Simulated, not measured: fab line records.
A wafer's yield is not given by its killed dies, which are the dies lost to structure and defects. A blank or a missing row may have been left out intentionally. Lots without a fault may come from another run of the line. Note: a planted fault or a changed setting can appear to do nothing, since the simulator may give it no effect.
Which of the tools did it? | flow n5 finfet | 36 wafers from 12 lots sampled at 2 of the route's 1938 steps

## WHAT EACH GAUGE READ, for each wafer
N5_BEOL_M10_CD_MEAS_11 targets a cd of 64.1 nm.
lot  | measured     | on        | cd nm (nm)
L077 | day 10 23:35 | cd sem-02 | 63.5 64.2 63.5
L079 | day 11 14:40 | cd sem-01 | 64.6 64.7 65.0
L076 | day 11 15:32 | cd sem-02 | 63.5 64.9 63.2
L081 | day 12 18:10 | cd sem-01 | 64.3 65.6 64.2
L080 | day 13 00:05 | cd sem-01 | 63.7 64.3 63.0
L085 | day 13 04:04 | cd sem-02 | 64.8 63.5 64.5
L090 | day 14 04:56 | cd sem-01 | 63.2 63.7 63.6
L087 | day 14 20:57 | cd sem-03 | 65.2 65.0 65.2
L091 | day 15 03:32 | cd sem-01 | 64.2 63.4 63.9
L094 | day 16 18:17 | cd sem-02 | 63.8 63.9 63.3
L097 | day 17 02:04 | cd sem-02 | 64.0 63.9 64.2
L095 | day 17 09:32 | cd sem-03 | 65.0 63.7 64.6

## TOOL THAT RAN EACH LOT (tool first, then ch and the chambers of the sampled wafers, then the start)
lot  | N5_BEOL_M9_SURFACE_TREAT_79
L077 | pvd sputter-01, day 10 18:53
L079 | pvd sputter-02, day 11 09:04
L076 | pvd sputter-02, day 11 09:37
L081 | pvd sputter-02, day 12 13:43
L080 | pvd sputter-01, day 12 19:40
L085 | pvd sputter-02, day 13 00:55
L090 | pvd sputter-01, day 14 02:04
L087 | pvd sputter-03, day 14 17:38
L091 | pvd sputter-02, day 14 23:50
L094 | pvd sputter-03, day 16 14:55
L097 | pvd sputter-02, day 16 21:29
L095 | pvd sputter-01, day 17 06:19
- N5_BEOL_M9_SURFACE_TREAT_79

## THE ANSWER, worked out from the rows above alone
Rule: the usual values come from the lots themselves. Put in order of their means at a reading, lots are off if they are a third of the lots or fewer, leave a main group of 4 or more, and stand apart from it by a gap of 3 or more times the standard deviation of the main group's means; of several such gaps the widest counts. The tables above print the reading to a certain number of digits; a main group whose means all agree to those digits is not used. Also off: a lot with no number at a reading for which 4 or more lots have one. Where the step has rows for the other lots, those lots are counted as sound.
None of the lots is off at any reading shown; this tells nothing.

## WHAT WAS PUT IN BY THE SIMULATOR
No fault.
